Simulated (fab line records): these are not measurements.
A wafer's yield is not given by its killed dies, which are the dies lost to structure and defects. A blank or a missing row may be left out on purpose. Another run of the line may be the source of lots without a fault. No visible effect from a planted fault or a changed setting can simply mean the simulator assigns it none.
Matching of chambers + flow n5Finfet + N5_BEOL_M3_DESCUM_16 on rieDiel-02: 4 sister chambers
The step chemistry O2, time 7 s. 33 wafers are shown with their chamber, then 12 later ones without.

## WAFERS WITH THEIR CHAMBER
| wafer  | chamber | showerheadPlenumPTorr (Torr) | throttleValvePct (%) | drypumpMotorCurrentA (A) |
|--------|---------|------------------------------|----------------------|--------------------------|
| L074.1 | 0       | 2.22                         | 20.10                | 6.0                      |
| L074.2 | 1       | 2.19                         | 20.07                | 6.3                      |
| L074.6 | 0       | 2.22                         | 20.09                | 6.0                      |
| L074.3 | 1       | 2.19                         | 20.07                | 6.3                      |
| L074.4 | 0       | 2.22                         | 20.08                | 6.0                      |
| L074.5 | 1       | 2.19                         | 20.07                | 6.3                      |
| L075.1 | 2       | 1.99                         | 20.73                | 6.2                      |
| L075.2 | 0       | 2.21                         | 20.10                | 6.1                      |
| L075.3 | 1       | 2.18                         | 20.08                | 6.3                      |
| L075.4 | 3       | 2.24                         | 20.28                | 5.6                      |
| L075.5 | 1       | 2.18                         | 20.07                | 6.2                      |
| L075.6 | 0       | 2.21                         | 20.11                | 6.1                      |
| L076.2 | 2       | 1.99                         | 20.74                | 6.2                      |
| L076.4 | 0       | 2.21                         | 20.11                | 6.0                      |
| L076.6 | 2       | 1.99                         | 20.72                | 6.2                      |
| L082.1 | 1       | 2.18                         | 20.09                | 6.2                      |
| L082.3 | 3       | 2.24                         | 20.28                | 5.5                      |
| L082.6 | 3       | 2.24                         | 20.30                | 5.5                      |
| L081.2 | 3       | 2.24                         | 20.29                | 5.6                      |
| L081.3 | 0       | 2.21                         | 20.11                | 6.1                      |
| L081.4 | 2       | 1.99                         | 20.75                | 6.2                      |
| L083.2 | 2       | 1.99                         | 20.75                | 6.2                      |
| L083.3 | 0       | 2.21                         | 20.12                | 6.0                      |
| L083.6 | 0       | 2.21                         | 20.12                | 6.0                      |
| L084.2 | 2       | 1.99                         | 20.75                | 6.2                      |
| L084.3 | 1       | 2.18                         | 20.11                | 6.2                      |
| L084.6 | 3       | 2.24                         | 20.29                | 5.6                      |
| L086.4 | 0       | 2.21                         | 20.12                | 6.0                      |
| L086.5 | 3       | 2.24                         | 20.30                | 5.6                      |
| L086.6 | 0       | 2.21                         | 20.14                | 6.0                      |
| L088.1 | 1       | 2.17                         | 20.13                | 6.3                      |
| L088.2 | 3       | 2.23                         | 20.31                | 5.6                      |
| L088.3 | 2       | 1.98                         | 20.76                | 6.2                      |

SIGNATURES (averages over the wafers above)
| reading               | chamber 0 | chamber 1 | chamber 2 | chamber 3 | scatter within a chamber |
|-----------------------|-----------|-----------|-----------|-----------|--------------------------|
| showerheadPlenumPTorr | 2.2127    | 2.1825    | 1.9886    | 2.2386    | 0.00505                  |
| throttleValvePct      | 20.1091   | 20.0862   | 20.7429   | 20.2929   | 0.0168                   |
| drypumpMotorCurrentA  | 6.027     | 6.263     | 6.200     | 5.571     | 0.0435                   |
Rule: a wafer lies at a distance from a chamber equal to the root of the sum of squares, over the readings, of (its reading less the chamber's mean, divided by the reading's scatter). If the next closest chamber is less than 2 further off than the closest, the wafer can't be placed; otherwise it belongs to the closest. The scatter: take each reading less its chamber's mean, square it, sum over the shown wafers, divide by the number of wafers less the number of chambers, and take the root.

## WAFERS MISSING THEIR CHAMBER
| wafer  | showerheadPlenumPTorr (Torr) | throttleValvePct (%) | drypumpMotorCurrentA (A) |
|--------|------------------------------|----------------------|--------------------------|
| L088.4 | 2.20                         | 20.14                | 6.0                      |
| L088.5 | 1.98                         | 20.78                | 6.2                      |
| L088.6 | 2.23                         | 20.31                | 5.6                      |
| L090.2 | 2.23                         | 20.32                | 5.5                      |
| L090.3 | 2.20                         | 20.14                | 6.0                      |
| L090.5 | 2.20                         | 20.15                | 6.1                      |
| L094.1 | 2.17                         | 20.16                | 6.2                      |
| L094.5 | 2.23                         | 20.34                | 5.6                      |
| L094.6 | 2.20                         | 20.16                | 6.0                      |
| L095.2 | 2.20                         | 20.13                | 6.0                      |
| L095.4 | 2.17                         | 20.13                | 6.3                      |
| L095.6 | 2.23                         | 20.33                | 5.6                      |

## EACH ONE'S CHAMBER
| wafer  | from the rows above | in truth |
|--------|---------------------|----------|
| L088.4 | 0                   | 0        |
| L088.5 | 2                   | 2        |
| L088.6 | 3                   | 3        |
| L090.2 | 3                   | 3        |
| L090.3 | 0                   | 0        |
| L090.5 | 0                   | 0        |
| L094.1 | 1                   | 1        |
| L094.5 | 3                   | 3        |
| L094.6 | 0                   | 0        |
| L095.2 | 0                   | 0        |
| L095.4 | 1                   | 1        |
| L095.6 | 3                   | 3        |
Correctly placed: 12 of 12. Left unplaced by these rows: 0. Wrongly placed: 0.
